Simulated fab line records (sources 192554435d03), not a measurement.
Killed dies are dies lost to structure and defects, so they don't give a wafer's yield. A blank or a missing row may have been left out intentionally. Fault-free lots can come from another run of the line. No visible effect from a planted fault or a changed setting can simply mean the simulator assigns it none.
Chamber matching | flow n5Finfet | N5_BEOL_M8_ETCH_72 on rieDiel-02 has 4 sister chambers
The step etches underlayer in N2/H2, target depth 6.5 nm, time 5.2 s. 4 wafers are shown with their chamber, then 8 later ones without.

WAFERS PAIRED WITH THEIR CHAMBERS
wafer  | chamber | showerheadPlenumPTorr (Torr)
L077.6 | 1       | 2.59
L081.3 | 0       | 2.40
L081.6 | 3       | 2.59
L085.3 | 2       | 2.65

WAFERS WITHOUT THEIR CHAMBER
wafer  | showerheadPlenumPTorr (Torr)
L085.5 | 2.40
L085.6 | 2.58
L090.1 | 2.58
L090.3 | 2.65
L090.5 | 2.58
L096.1 | 2.57
L096.4 | 2.64
L096.5 | 2.57

WHICH CHAMBER EACH ONE RAN IN
wafer  | from the rows above     | in truth
L085.5 | 0                       | 0
L085.6 | can't be placed: 1 or 3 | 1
L090.1 | can't be placed: 1 or 3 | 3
L090.3 | 2                       | 2
L090.5 | can't be placed: 1 or 3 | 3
L096.1 | can't be placed: 1 or 3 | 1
L096.4 | 2                       | 2
L096.5 | can't be placed: 1 or 3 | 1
Placed correctly: 3 of 8. Cannot be placed on the basis of these rows: 5; the candidates contain the true chamber in 5. Placed wrongly: 0.
How it was worked out, from the rows above alone: a wafer's distance from a chamber is the root of the sum, over the readings, of the square of ((its reading less the chamber's mean) divided by the reading's scatter). If the next closest chamber is less than 2 further off than the closest, the wafer can't be placed; otherwise it belongs to the closest. Each chamber's mean is taken over the wafers shown for it. The scatter: root of mean squared gap, hidden wafer to nearest shown wafer, with one shown wafer a chamber.
